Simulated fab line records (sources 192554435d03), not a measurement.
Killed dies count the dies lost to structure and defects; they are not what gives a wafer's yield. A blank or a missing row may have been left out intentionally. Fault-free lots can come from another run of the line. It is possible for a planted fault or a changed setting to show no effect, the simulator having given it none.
One fault through the eyes of 2 desks || flow n5-finfet || numbers are kept per desk, each desk with only its own; the story behind them comes last

== DESK OF THE TOOL OWNER: rie-si-06 ==
The tool's own readings at N5_FIN_SAQP_FIN_ETCH_36 (etches the open film in HBr/Cl2/O2, target depth 120 nm, time 50.4 s): means of the sampled wafers that have a number, for each lot that ran on this tool. Any lot whose mean is over 4 standard deviations away from the usual mean is out of limits and marked OUT; that distance is given in the brackets.
Columns: A = HBr_flow_sccm at N5_FIN_SAQP_FIN_ETCH_36, usual 149.9 sccm; B = O2_flow_sccm at N5_FIN_SAQP_FIN_ETCH_36, usual 12.01 sccm; C = drypump-motor-current-A at N5_FIN_SAQP_FIN_ETCH_36, usual 5.8 A; D = oes-product-au at N5_FIN_SAQP_FIN_ETCH_36, usual 0.998 a.u.; E = rf-fwd-power-W at N5_FIN_SAQP_FIN_ETCH_36, usual 795 W; F = throttle-valve-pct at N5_FIN_SAQP_FIN_ETCH_36, usual 35.98 %
{"lot": "L337", "first seen here": "day 7 13:58", "A": 149.9, "B": 11.99, "C": 6.3, "D": 1.002, "E": 794, "F": 35.70}
This desk's finding: nothing out of limits on the one lot.

== AT THE METROLOGY DESK ==
What the gauges read for every lot (on any tool): the sampled wafers with a number, averaged. Any lot whose mean is over 4 standard deviations away from the usual mean is out of limits and marked OUT; that distance is given in the brackets. Of its 12 readings 7 are shown: the one that was out of limits first, and those that lie furthest out on some lot.
Columns: A = trench-depth-nm at N5_FIN_SAQP_OCD_MEAS_76, usual 120.2 nm; B = DIBL_P at N5_BEOL_M4_RC_MEAS_101, usual 36.3 mV/V; C = IOFF_P at N5_BEOL_M4_RC_MEAS_101, usual 0.210 nA/um; D = ION_P at N5_BEOL_M4_RC_MEAS_101, usual 462 uA/um; E = SS_N at N5_BEOL_M4_RC_MEAS_101, usual 71.5 mV/dec; F = SS_P at N5_BEOL_M4_RC_MEAS_101, usual 73.4 mV/dec; G = VT_N at N5_BEOL_M4_RC_MEAS_101, usual 249.5 mV
{"lot": "L315", "first seen here": "day 2 02:23", "A": 119.7, "B": 35.2, "C": 0.212, "D": 462, "E": 71.1, "F": 73.1, "G": 250.6}
{"lot": "L318", "first seen here": "day 2 19:46", "A": 120.3, "B": 36.9, "C": 0.181, "D": 453, "E": 71.7, "F": 73.3, "G": 253.5}
{"lot": "L324", "first seen here": "day 4 09:23", "A": 120.3, "B": 34.6, "C": 0.204, "D": 463, "E": 71.1, "F": 72.4, "G": 251.0}
{"lot": "L326", "first seen here": "day 4 19:42", "A": "0.3 (-92) OUT", "B": "-", "C": "-", "D": "-", "E": "-", "F": "-", "G": "-"}
{"lot": "L327", "first seen here": "day 5 02:27", "A": "0.0 (-92) OUT", "B": "-", "C": "-", "D": "-", "E": "-", "F": "-", "G": "-"}
{"lot": "L328", "first seen here": "day 5 08:12", "A": 121.9, "B": 37.3, "C": 0.240, "D": 465, "E": 72.2, "F": 73.4, "G": 247.6}
{"lot": "L336", "first seen here": "day 7 08:16", "A": 119.5, "B": 35.7, "C": 0.196, "D": 463, "E": 71.2, "F": 73.1, "G": 250.3}
{"lot": "L337", "first seen here": "day 7 13:38", "A": 120.2, "B": 35.7, "C": 0.199, "D": 468, "E": 71.2, "F": 72.5, "G": 248.9}
{"lot": "L338", "first seen here": "day 7 19:14", "A": 120.2, "B": 36.5, "C": 0.195, "D": 454, "E": 71.2, "F": 73.7, "G": 249.3}
Finding of this desk: L326, L327 out of limits; the first was L326 at day 4 20:15, on trench-depth-nm at N5_FIN_SAQP_OCD_MEAS_76. In limits: L315, L318, L324, L328, L336, L337, L338.

== TAKEN TOGETHER ==
On L326, L327, the metrology desk was in a position to raise an alarm at day 4 20:15.
The desk of the tool owner found nothing out of limits.
The tool owner's desk has no number on record for L326, L327.
On rie-si-06, each named lot ran N5_FIN_SAQP_FIN_ETCH_36.

== WHAT THE SIMULATOR HAD PUT IN ==
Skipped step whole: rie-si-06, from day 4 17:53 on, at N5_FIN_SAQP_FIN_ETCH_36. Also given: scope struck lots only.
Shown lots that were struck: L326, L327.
Delay in hours, fault start to first out-of-limits reading, per desk: metrology desk 2.
